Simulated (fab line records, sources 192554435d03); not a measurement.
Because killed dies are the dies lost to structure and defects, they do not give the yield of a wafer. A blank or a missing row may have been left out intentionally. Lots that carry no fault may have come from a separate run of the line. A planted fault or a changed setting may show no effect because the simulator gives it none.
fab line records | flow n5Finfet
record: lots: 4 wafers: 12 lastDay: 17
route steps=1938 shown BEOL_M2@921 BEOL_M3@931 BEOL_M4@1111 PASSIVATION@1936
lots untouched by any fault: they come from a run of this same line in which no faults occurred
startH: hours from the record's opening day to when the first of the lot's shown wafers began | waitH: hours since the lot's step before | " the same as in the row above | L1.1+2: a single row standing in for several wafers | - no value, or no start was given | * or withheld: withheld | < > ~ a bound
route shown NAME@n: a module of which the file shows steps, and the number in the route of the first | usual: average and standard deviation across the fault-free wafers | same: alike in all rows | chamber/n: place in a boat | sites: the reading at each site | _std_site: the values' standard deviation | _edge_site: the outer-site mean with the inner-site mean subtracted | radiusMm: for every site, how far away it sits from the centre of the wafer | mask NAME#n: copy n | behind: the most recent tool/chamber to have shaped the wafer | hold: why the lot went on hold/how many hours it stayed there/how the hold came to an end | device: the n, p or np transistor that did not switch | end of line: tests of these same wafers at the route's end | for a step that has no rows: nothing shown but its recipe | killed: dies that structure and defects cost at the first sort, which is not the same as the wafer's yield | map: a wafer's dies, marking killed ones x, the rest . and places with no die _
set.NAME: the run value of the setting; set.NAME@STEP: its run value at that earlier step | model.NAME: the simulator's own value behind a step, which no gauge read
certain route steps with their lots: each step a table, each wafer a row
services: a tool's chamber out of use, with start hour (startH, from the record's first day; less than 0 if before it), hours out, and reason
== steps ==
step: N5_BEOL_M2_ECD_50
recipe: material: Cu targetThkA: 3000
step: N5_BEOL_M2_ANNEAL_51
recipe: tempC: 225 timeS: 90 ambient: N2
step: N5_BEOL_M2_CMP_52
recipe: stopOn: SiOC tOverpolishS: 6.8 downForcePsi: 1 platenRpm: 50 clearingPlatenDownForcePsi: 1.5 clearingPlatenRpm: 50 postCmpClean: cuAlkaline targetThkNm: 40 clearingPlatenPadVelocityMS: 0.99484 padVelocityMS: 0.99484
step: N5_BEOL_M2_PRE_CLEAN_60
recipe: gas: NH3/H2 timeS: 15 tempC: * rfPowerW: 300
step: N5_BEOL_M2_CO_CAP_55
recipe: material: Co targetThkA: 20 tempC: 200 precursor: CCTBA/H2 pressureTorr: 30 timeS: 102.1
step: N5_BEOL_M2_PRE_CLEAN_56
recipe: gas: NH3 timeS: 15 tempC: withheld rfPowerW: 300
step: N5_BEOL_M2_DEP_57
recipe: material: SiCN targetThkA: 80 tempC: withheld precursor: 3MS/NH3 pressureTorr: 3 rfW: 202 timeS: 14
step: N5_BEOL_M3_ILD_DEP_00
recipe: material: SiOC targetThkA: 790 tempC: 350 precursor: DEMS/O2 pressureTorr: 5 rfW: 500 timeS: 15.3
step: N5_BEOL_M3_PECVD_72
recipe: material: SiO2 targetThkA: 160 tempC: 400 precursor: TEOS/O2 pressureTorr: 5.5 rfW: 450 teosFlowSccm: 53.8 gas: O2 flowSccm: 3000 timeS: 18
usual: chamberPressureTorr: 5.501/0.012 heaterPowerOuterW: 431/68 heaterPowerW: 715/81 showerheadPlenumPTorr: 8.78/0.071 throttleValvePct: 22.1/1.3
columns lot.wafer tool chamber startH waitH chamberPressureTorr heaterPowerOuterW heaterPowerW showerheadPlenumPTorr throttleValvePct
L908.2 pecvd-03 1 223.59 0.0 - - - - -
L908.3 " 2 " " - - - - -
L908.4 " 1 " " - - - - -
L909.1 pecvd-04 1 223.73 0.0 - - - - -
L909.5 " 1 " " - - - - -
L909.6 " 2 " " - - - - -
L917.2 pecvd-03 1 248.79 0.0 5.475 480 760 8.66 22.4
L917.4 " 1 " " 5.517 498 754 8.70 22.2
L917.6 " 1 " " 5.489 505 761 8.68 22.2
L919.1 pecvd-04 0 272.97 0.0 5.498 325 587 8.80 20.9
L919.5 " 0 " " 5.490 328 569 8.80 21.0
L919.6 " 1 " " 5.504 425 736 8.87 24.7
step: N5_BEOL_M3_HM_DEP_02
recipe: material: TiN targetThkA: 200 tempC: 25 chamberPressurePa: 0.49996
step: N5_BEOL_M3_COAT_61
recipe: resist: SOC tempC: 250 timeS: 60 spinRpm: 1500 resistThkNm: 60
step: N5_BEOL_M3_COAT_62
recipe: resist: SiARC tempC: 220 timeS: 60 spinRpm: 1500 resistThkNm: 12
step: N5_BEOL_M3_COAT_73
recipe: resist: underlayer tempC: 205 timeS: 60 spinRpm: 1500 resistThkNm: 5
step: N5_BEOL_M3_COAT_05
recipe: resist: CAR-EUV spinRpm: 1500 resistThkNm: 30
step: N5_BEOL_M3_EBR_07
recipe: solvent: PGMEA ebrWidthMm: 1.5
step: N5_BEOL_M3_SOFTBAKE_06
recipe: tempC: 110 timeS: 60 resist: CAR-EUV
step: N5_BEOL_M3_EXPOSE_08
recipe: maskId: M3 na: 0.33 sourceShape: dipole sigmaInner: 0.369 sigmaOuter: 0.767 polarization: unpolarized doseMj: 33
step: N5_BEOL_M3_PEB_09
recipe: pebTempC: 100 pebTimeS: 60 resist: CAR-EUV
step: N5_BEOL_M3_DEVELOP_10
recipe: developTimeS: 30 developer: TMAH resist: CAR-EUV rinseLiquid: surfactantRinse dry: airSpin devTempC: 23
step: N5_BEOL_M3_DESCUM_16
recipe: chemistry: O2 timeS: 7 sourcePowerW: 50 biasPowerW: 20 pressureMtorr: 20 rfFrequencyHz: 2.712e+07 tempC: 40 resist: CAR-EUV o2FlowSccm: 225
step: N5_BEOL_M3_ETCH_74
recipe: chemistry: N2/H2 target: underlayer targetDepthA: 65 maskMaterial: CAR-EUV timeS: 5.2 ionEnergyEv: 200 pressureMtorr: 30 sourceW: 840 biasW: 150 n2FlowSccm: 200 h2FlowSccm: 200 ends: cleared
step: N5_BEOL_M3_ETCH_63
recipe: chemistry: CF4 target: SiARC targetDepthA: 156 maskMaterial: CAR-EUV timeS: 26 ionEnergyEv: 80 pressureMtorr: 40 sourceW: 545 biasW: 36 Ar_flow_sccm: 100 cf4FlowSccm: 100 ends: cleared
step: N5_BEOL_M3_ETCH_64
recipe: chemistry: N2/H2 target: SOC targetDepthA: 750 overetchA: 150 maskMaterial: SiARC tempC: 40 timeS: 112.5 ionEnergyEv: 200 pressureMtorr: 30 sourceW: 840 biasW: 150 n2FlowSccm: 200 h2FlowSccm: 200
step: N5_BEOL_M3_STRIP_65
recipe: chemistry: N2/H2 tempC: 40 n2FlowSccm: 200 h2FlowSccm: 200 rfFrequencyHz: 6e+07
step: N5_BEOL_M3_STRIP_75
recipe: chemistry: N2/H2 tempC: 40 n2FlowSccm: 200 h2FlowSccm: 200 rfFrequencyHz: 6e+07
step: N5_BEOL_M3_STRIP_66
recipe: chemistry: CF4 resist: SiARC powerW: 300 biasPowerW: 75 pressureMtorr: 50 cf4FlowSccm: 150 rfFrequencyHz: 6e+07
step: N5_BEOL_M3_HM_OPEN_17
recipe: chemistry: Cl2/BCl3 targetDepthA: 200 overetchA: 60 target: TiN maskMaterial: SOC ionEnergyEv: 150 pressureMtorr: 10 icpW: 1000 biasW: 126 Cl2_flow_sccm: 53.25 bcl3FlowSccm: 21.75 Ar_flow_sccm: 25
step: N5_BEOL_M3_STRIP_19
recipe: chemistry: O2 powerW: 400 tempC: 40 pressureMtorr: 30 rfFrequencyHz: 6e+07 biasPowerW: 0 overashFraction: 0.2 o2FlowSccm: 225
step: N5_BEOL_M3_COAT_67
recipe: resist: SOC tempC: 250 timeS: 60 spinRpm: 1500 resistThkNm: 60
step: N5_BEOL_M3_COAT_68
recipe: resist: SiARC tempC: 220 timeS: 60 spinRpm: 1500 resistThkNm: 12
step: N5_BEOL_M3_COAT_76
recipe: resist: underlayer tempC: 205 timeS: 60 spinRpm: 1500 resistThkNm: 5
step: N5_BEOL_M3_COAT_22
recipe: resist: CAR-EUV spinRpm: 1500 resistThkNm: 30
step: N5_BEOL_M3_EBR_24
recipe: solvent: PGMEA ebrWidthMm: 1.5
step: N5_BEOL_M3_SOFTBAKE_23
recipe: tempC: 110 timeS: 60 resist: CAR-EUV
step: N5_BEOL_M4_RC_MEAS_101
usual: DIBL_N: 36.2/2.4 DIBL_P: 36.2/2.6 IOFF_N: 0.16/0.045 IOFF_P: 0.21/0.046 ION_N: 674/17 ION_P: 463/11 SS_N: 71.5/0.77 SS_P: 73.1/0.76 VT_N: 250/3.9 VT_P: -250/3.9
columns lot.wafer tool chamber startH waitH DIBL_N[mV/V] DIBL_P[mV/V] IOFF_N[nA/um] IOFF_P[nA/um] ION_N[uA/um] ION_P[uA/um] SS_N[mV/dec] SS_P[mV/dec] VT_N[mV] VT_P[mV]
L908.2 prober-02 0 240.86 0.2 33.0 34.8 0.11 0.15 671 462 70.8 71.3 256 -256
L908.3 " 0 " " 34.4 34.3 0.11 0.14 629 434 72.0 71.5 256 -257
L908.4 " 0 " " 36.4 38.0 0.14 0.18 659 457 72.1 73.3 252 -253
L909.1 prober-01 0 243.51 0.0 43.0 42.0 0.30 0.27 683 451 74.0 74.6 245 -248
L909.5 " 0 " " 36.3 36.4 0.15 0.18 673 452 71.5 73.3 251 -256
L909.6 " 0 " " 40.4 40.8 0.25 0.26 720 485 71.9 74.6 244 -249
L917.2 prober-02 0 276.78 0.2 37.3 37.7 0.18 0.25 674 461 71.0 74.0 249 -250
L917.4 " 0 " " 37.6 36.3 0.18 0.22 655 439 71.3 73.6 250 -251
L917.6 " 0 " " 36.4 36.0 0.16 0.21 675 461 71.0 72.9 251 -249
L919.1 prober-01 0 292.08 0.0 36.8 34.6 0.17 0.21 655 453 72.6 72.8 252 -250
L919.5 " 0 " " 36.9 37.5 0.18 0.25 694 483 71.2 73.4 248 -246
L919.6 " 0 " " 38.8 38.0 0.24 0.25 682 459 73.1 74.0 245 -246
step: N5_PASSIVATION_PROBE_49
usual: defectLimitedYield: 91.2/1.4 killed_at_M0_to_M3: 33/9.5 killed_at_M4_up: 13/4.7 killedAtContacts: 11/5.3 killedAtFrontEnd: 42/12 killedAtOther: 5/3.3 killedDies: 104/17 killedOnRim: 14/4 killedOpen: 67/12 killedShort: 33/7.7 sort_bin_4_leakage: 0.01/0.058 sort_bin_5_function: 5.1/0.94 sort_bin_6_memory: 3.3/0.67 sort_bin_8_speed: 0.1/1.3 sortNPass: 1074/24 sortYieldPct: 91.1/2
same: grossDies: 1180 killedAtBackSide: 0
columns lot.wafer tool chamber startH waitH defectLimitedYield[%] killed_at_M0_to_M3 killed_at_M4_up killedAtContacts killedAtFrontEnd killedAtOther killedDies killedOnRim killedOpen killedShort sort_bin_4_leakage[%] sort_bin_5_function[%] sort_bin_6_memory[%] sort_bin_8_speed[%] sortNPass sortYieldPct[%]
L908.2 prober-02 - 345.63 0.1 59.6 389 18 17 47 6 477 118 78 48 0 35.5 4.4 0 703 59.6
L908.3 prober-02 - 345.68 0.1 61.6 365 12 20 55 1 453 20 79 41 0 34.6 3.3 11.1 596 50.5
L908.4 prober-02 - 345.73 0.2 63.6 336 20 23 48 3 430 119 81 39 0 32.5 3.6 0 750 63.6
L909.1 prober-02 - 366.41 0.0 64.4 353 15 10 40 2 420 121 53 46 0.34 32.2 2.8 0 756 64.1
L909.5 prober-02 - 366.61 0.2 63.6 370 11 4 38 6 429 125 58 25 0 32.8 3.5 0 751 63.6
L909.6 prober-02 - 366.66 0.3 65.2 350 15 9 32 5 411 13 54 30 0.08 31.5 3.1 0 768 65.1
L917.2 prober-01 - 392.01 0.1 92.6 30 10 13 27 7 87 10 58 27 0 4.7 2.3 0 1093 92.6
L917.4 prober-01 - 392.11 0.2 91.4 32 13 8 43 5 101 14 63 32 0 4.2 3.3 0 1079 91.4
L917.6 prober-01 - 392.21 0.3 89.2 34 15 19 54 6 128 16 87 41 0 6.3 4.4 0 1052 89.2
L919.1 prober-01 - 398.87 0.0 91.4 44 16 5 30 7 102 11 64 38 0 4.8 3.6 0 1078 91.4
L919.5 prober-01 - 399.07 0.2 90.8 46 11 10 37 5 109 14 74 34 0 6.3 2.7 0 1071 90.8
L919.6 prober-01 - 399.12 0.3 92.7 35 9 8 26 8 86 11 55 31 0 4.2 2.8 0 1094 92.7
killed by level:class
L908.2 BEOL_M3:areaPecvd=346 BEOL_M0_SAQP:geometricParticle:short=16 BEOL_M0_SAQP:geometricParticle:open=14 MOL_CONTACT_COAG:geometricParticle:open=13 STI_FIN_REVEAL:geometricParticle:open=8 BEOL_M3:geometricParticle:open=8 FIN_SAQP:geometricParticle:short=7 DUMMY_GATE:geometricParticle:open=6
L908.3 BEOL_M3:areaPecvd=330 BEOL_M0_SAQP:geometricParticle:open=18 MOL_CONTACT_COAG:geometricParticle:open=16 STI_FIN_REVEAL:geometricParticle:open=15 FIN_SAQP:geometricParticle:short=11 BEOL_M0_SAQP:geometricParticle:short=9 GATE_CUT:geometricParticle:short=7 GATE_CUT:geometricParticle:open=5
L908.4 BEOL_M3:areaPecvd=305 MOL_CONTACT_COAG:geometricParticle:open=20 FIN_SAQP:geometricParticle:open=14 BEOL_M0_SAQP:geometricParticle:short=10 BEOL_M0_SAQP:geometricParticle:open=9 FIN_SAQP:geometricParticle:short=8 GATE_CUT:geometricParticle:open=5 BEOL_M2:geometricParticle:open=5
L909.1 BEOL_M3:areaPecvd=318 BEOL_M2:geometricParticle:open=10 FIN_SAQP:geometricParticle:short=8 BEOL_M3:geometricParticle:open=8 MOL_CONTACT_COAG:geometricParticle:open=6 FIN_SAQP:geometricParticle:open=5 STI_FIN_REVEAL:geometricParticle:open=5 BEOL_M0_SAQP:geometricParticle:short=5
L909.5 BEOL_M3:areaPecvd=343 STI_FIN_REVEAL:geometricParticle:open=13 BEOL_M0_SAQP:geometricParticle:open=6 GATE_CUT:geometricParticle:open=5 BEOL_M0_SAQP:geometricParticle:short=5 BEOL_M1:geometricParticle:open=5 FIN_SAQP:geometricParticle:short=4 MOL_CONTACT_COAG:geometricParticle:open=4
L909.6 BEOL_M3:areaPecvd=326 MOL_CONTACT_COAG:geometricParticle:open=9 BEOL_M3:geometricParticle:open=8 BEOL_M4:geometricParticle:open=8 FIN_SAQP:geometricParticle:short=6 FIN_SAQP:geometricParticle:open=5 BEOL_M3:geometricParticle:short=5 STI_FIN_REVEAL:geometricParticle:open=4
L917.2 BEOL_M0_SAQP:geometricParticle:open=10 STI_FIN_REVEAL:geometricParticle:open=9 MOL_CONTACT_COAG:geometricParticle:open=9 GATE_CUT:geometricParticle:short=6 BEOL_M1:geometricParticle:open=6 MOL_CONTACT_COAG:geometricParticle:short=4 BEOL_M0_SAQP:geometricParticle:short=4 BEOL_M2:geometricParticle:open=4
L917.4 BEOL_M2:geometricParticle:open=10 BEOL_M0_SAQP:geometricParticle:short=9 FIN_SAQP:geometricParticle:open=7 FIN_SAQP:geometricParticle:short=6 MOL_CONTACT_COAG:geometricParticle:open=6 HKMG_FIN:areaEtch=6 STI_FIN_REVEAL:geometricParticle:open=5 DUMMY_GATE:geometricParticle:open=5
L917.6 FIN_SAQP:geometricParticle:open=18 STI_FIN_REVEAL:geometricParticle:open=12 MOL_CONTACT_COAG:geometricParticle:open=12 BEOL_M0_SAQP:geometricParticle:open=8 MOL_CONTACT_COAG:geometricParticle:short=7 BEOL_M0_SAQP:geometricParticle:short=7 FIN_SAQP:geometricParticle:short=5 BEOL_M4:geometricParticle:open=5
L919.1 BEOL_M0_SAQP:geometricParticle:short=12 STI_FIN_REVEAL:geometricParticle:open=10 BEOL_M5:geometricParticle:open=7 BEOL_M0_SAQP:geometricParticle:open=7 BEOL_M2:geometricParticle:open=7 MOL_CONTACT_COAG:geometricParticle:open=5 DUMMY_GATE:geometricParticle:open=5 BEOL_M0:geometricParticle:open=5
L919.5 BEOL_M3:geometricParticle:open=14 STI_FIN_REVEAL:geometricParticle:open=14 BEOL_M2:geometricParticle:open=10 MOL_CONTACT_COAG:geometricParticle:open=8 GATE_CUT:geometricParticle:short=7 BEOL_M0_SAQP:geometricParticle:short=7 BEOL_M1:geometricParticle:open=6 FIN_SAQP:geometricParticle:short=4
L919.6 BEOL_M3:geometricParticle:open=11 STI_FIN_REVEAL:geometricParticle:open=7 BEOL_M0_SAQP:geometricParticle:open=7 MOL_CONTACT_COAG:geometricParticle:open=6 FIN_SAQP:geometricParticle:short=5 BEOL_M0_SAQP:geometricParticle:short=5 BEOL_M1:geometricParticle:open=4 BEOL_M2:geometricParticle:open=4
map L908.2 (x killed, . not)
_________________xxxxx.xx.xxx________________
______________.x.xxxxx.xx.xxxxxx_____________
___________xxxxxxxxxxxxxxxxxx.xxxxx__________
__________xxxxx.xxxx.xxxx.xxxx.xxxx._________
________xxxxxxx...xx.xx.x.xxxxx..xxxxx_______
_______xxxxx.xx.x.x...xx.xx..xx..x.xxxx______
______xxxx..xx..xxxx..x..x.xx...xxxxxxxx_____
_____xxxxxxx.xxx.......x..x.x.......x.x.x____
____.xx..x.x..x..xx...............x.x.xxxx___
___xxxxxx.x.x......xx..xx...xx...x..x.xx.xx__
___xx.x.xx..x..x...x...x.........x..x..xx.x__
__xxxxx.xxx.........x.....x....x.....xx.xxxx_
__.x.x.x..x..x.............x.x....xx.....xxx_
_xxx...xxx..x...x...............x..x.x..x....
_xxx..xx...x..x..xx.x...x.......x......xxxx.x
_x..xx............x.............x..xxx.....xx
_xxxx.x...xx...x......x.x.............x.x.x.x
_xxxx.xxx...x...............x..x.x..x.xx...xx
_x.xx.xxx...x........x........x...x....x...xx
_xxxx.x.x...x.....x........x.......x...xx.xxx
_xx.x.x........x....................x..xxxxxx
__x...x.x.....................x....x.x.x...x_
__xxx.x..x....x.......x........x.....xxxxxxx_
___xx.x.............x.x.........x....x.x...__
___xxxx.....x.x.........x.x.......xx..x.xx.__
____xx..x.x.x...x.x..x.x.......x.xx..x..xx___
_____xx.x...x.x.x...x.........xx...xx.x.x____
______.x..x.x..xx......x.x.x...xx....x.x_____
_______..x.x..x.....x..........xxx.x.xx______
________.xxx.x..x..x......xxx...xxx.xx_______
__________xxxxxx..x.xxx....xx...xxxx_________
___________.xx...x..x.......x..xxxx__________
______________x.xx..xx.xx......._____________
_________________.xx.x.x.....________________
map L909.5 (x killed, . not)
_________________xxx.xx..xxxx________________
______________xxxxxx.x..x...xxxx_____________
___________xx.x.x.xx..xx..x.x.xxxxx__________
__________xxx.....x.xx.x...x....x.x._________
________x.x.xxx........x..........xx.x_______
_______xxx..xx..x..........x.xx.xxx.xxx______
______xxxxxxx...x......x.......xx..xx.xx_____
_____xxxxx..x.........x........x..x.xxx.x____
____..x.....x..x...............x.....x.xxx___
___.xxx..................xxx....x.....xxxxx__
___....x....xxx.............x.x.....x..xxxx__
__xx..xx.x......x.....x....x....xx.x.xxxxxxx_
__.xx.x...x...x...............x..x..x..xxx.x_
_x...x.x..x..x........x...x.....x.x....x....x
_.x.x.................................xx.x.xx
_.x.xx.......x...............x...x....x...xxx
_xx.x.x.x.x...x..........x....x......x...xxxx
_xx..x..x.x.............x......x....x..xx.x.x
_......x.............................x...xx.x
_x.xxxx...x.......x........x..x..xx.....xxxxx
_xxx...x.x............................xx.xxxx
__xx..x.xx.........x....x.........x.....xxxx_
__xx.x..........................x.......xxxx_
___.xxxxx..x...x.........x.....x...x...xxxx__
___xxxxxx..xx.............x...xx.x.x.x..xxx__
____xxxx..............x....xx....x...x.xxx___
_____xxx..x.x.............xxx.xx.x..xx.xx____
______x.x..xx.x.........x.........xxxx.x_____
_______x.xxxx.xx...xx.x.....xx.xx.xx.xx______
________xxx.xxxx..x.x......x.x.xxxxxxx_______
__________xxx.x.x.xx.x.x.xx.x.xxxxxx_________
___________xxx.xxx.xx.xxxx.x..xxxxx__________
______________xx..xxxxx...xx.xxx_____________
_________________xxxxxx.xxxxx________________
== services ==
columns tool chamber startH hours kind
pecvd-03 - 258.91 2.8 pm
== key ==
firstSign: step: N5_BEOL_M3_PECVD_72 reading: toolRecord direction: missing
effect: step: N5_PASSIVATION_PROBE_49 reading: killed_at_M0_to_M3 direction: up sigmas: 34 usual: 33 struck: 360
moreKillsBornAt: N5_BEOL_M3_PECVD_72@pecvd-04: 987 N5_BEOL_M3_PECVD_72@pecvd-03: 976
metAt N5_BEOL_M3_PECVD_72
struckWafers L908.2,L908.3,L908.4,L909.1,L909.5,L909.6
fault: kind: skippedStepWhole tool: pecvd-03,pecvd-04 chamber: - onsetH: 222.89 steps: N5_BEOL_M3_PECVD_72 scope: struckLotsOnly
